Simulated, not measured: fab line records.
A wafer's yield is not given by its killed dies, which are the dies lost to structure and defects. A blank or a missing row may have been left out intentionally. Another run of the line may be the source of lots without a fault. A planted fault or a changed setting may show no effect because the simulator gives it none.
A struck lot beside a sound one + flow nand-harc + 15 steps out of a route of 1302
Sound: wafers L493.1, L493.3, L493.4. Wafers struck: L509.4, L509.5, L509.6. At the end, the cause is stated.
For every step that has rows: the tool of each side, followed by ch and its chambers, followed by its first start. Under that, the readings that differ: sound wafers + struck wafers + difference of the means + sigmas: that difference in standard deviations of wafers without a fault.
alike: readings whose means differ by less than 2 such deviations, and words and numbers that are the same on both sides. not compared: withheld readings, readings that some wafer has no value for, bounds like >300 that may hide the same value, and numbers for which the record gives no deviation and whose values overlap.
A row with sigmas, a row that says differs or no value, or rows on one side alone: a step with any of these is where the two part. When numbers do not overlap yet have no deviation, they are printed without sigmas and do not part them. A reading missing from all wafers of one side parts the sides only when that side holds two or more wafers.

first, 2 steps without rows for these wafers: NHARC_A_CHANNEL_HOLE_D2_STRIP_42 (strips in CF4/CHF3); NHARC_A_CHANNEL_HOLE_D2_STRIP_43 (strips in O2/COS).
NHARC_A_CHANNEL_HOLE_D2_ETCH_44: etches the open film in CF4/O2, target depth 140 nm, overetch 14 nm, time 77 s.
  sound on rie-diel-12 ch 0,1,3, day 14 00:07; struck on rie-diel-08 ch 1,2,3, day 21 03:25
| reading                     | sound       | struck      | difference | sigmas |
|-----------------------------|-------------|-------------|------------|--------|
| drypump-motor-current-A (A) | 6.5 5.9 5.8 | 5.1 5.1 5.5 | -0.8       | -2     |
  alike: oes-product-au, rf-fwd-power-W, rf-vpp-V, showerhead-plenum-p-Torr, throttle-valve-pct
  not compared: rf-hours-counter-h
NHARC_A_CHANNEL_HOLE_D2_STRIP_28: strips in O2.
  sound on rie-diel-12 ch 0,1,3; struck on rie-diel-08 ch 0,2,3
  alike: drypump-motor-current-A, oes-product-au, rf-vpp-V, showerhead-plenum-p-Torr, throttle-valve-pct
  not compared: rf-hours-counter-h
then, 2 steps without rows for these wafers: NHARC_A_CHANNEL_HOLE_D2_PRECLEAN_29 (cleans in SC1); NHARC_A_CHANNEL_HOLE_D2_SRD_30.
NHARC_A_CHANNEL_HOLE_D2_CD_MEAS_31:
  struck on cd-sem-01, day 21 04:12; sound on cd-sem-03, day 14 00:56
  alike: cd-nm
NHARC_A_CHANNEL_HOLE_D2_XSEM_32:
  sound on xsem-02 ch 0, day 14 01:02; struck on xsem-02 ch 0, day 21 04:17
| reading        | sound          | struck         | difference | sigmas |
|----------------|----------------|----------------|------------|--------|
| bot-cd-nm (nm) | 76.6 75.3 76.1 | 73.9 74.6 72.9 | -2.2       | -2     |
  alike: bow-nm, tilt-deg
NHARC_A_CHANNEL_HOLE_D2_INSPECT_40:
  struck on defect-inspect-02, day 21 04:23; sound on defect-inspect-01, day 14 01:08
  alike: raw-defect-count
then, 2 steps without rows for these wafers: NHARC_A_CHANNEL_FILL_D2_PRECLEAN_00 (cleans in SC1); NHARC_A_CHANNEL_FILL_D2_SRD_01.
NHARC_A_CHANNEL_FILL_D2_ALD_02: deposits SiO2, target thk 6 nm, pulse time 10 s, ald cycles 60.
  sound on ald-hk-04 ch 0,1,3, day 14 02:56; struck on ald-hk-03 ch 0,2,3, day 21 04:47
  alike: heater-power-outer-w, heater-power-w, precursor-pulse-height-rel
NHARC_A_CHANNEL_FILL_D2_ALD_03: deposits SiNx, target thk 6 nm, pulse time 60 s, ald cycles 58.
  struck on ald-sin-batch-01, day 21 08:01; sound on ald-sin-batch-03 ch 0, day 14 06:23
  no value came back on the struck wafers for ald-cycles, chamber-pressure-Torr (Torr), precursor-pulse-height-rel, pulse-time-s (s); on the sound wafers ald-cycles reads 58 58 58
NHARC_A_CHANNEL_FILL_D2_ALD_14: deposits SiO2, target thk 2.5 nm, pulse time 10 s, ald cycles 25.
  sound on ald-hk-03 ch 1,2,3, day 14 09:59; struck on ald-hk-04 ch 0,2,3, day 21 11:40
  alike: heater-power-outer-w, heater-power-w, precursor-pulse-height-rel
-- the record jumps here: 11 days lie between the struck wafers' starts before and after (it left off in module A_CHANNEL_FILL_D2 and takes up again in module END, whose first step shown is number 1302 of the route) --
NHARC_END_SORT_01:
  at this point the record logs the struck wafers (prober-02 ch 0, day 32 07:15) and has no rows for the sound ones

WHERE THEY PART
At NHARC_A_CHANNEL_HOLE_D2_ETCH_44 first; at NHARC_END_SORT_01 last (within this record only).

WHY: the cause the simulator had injected
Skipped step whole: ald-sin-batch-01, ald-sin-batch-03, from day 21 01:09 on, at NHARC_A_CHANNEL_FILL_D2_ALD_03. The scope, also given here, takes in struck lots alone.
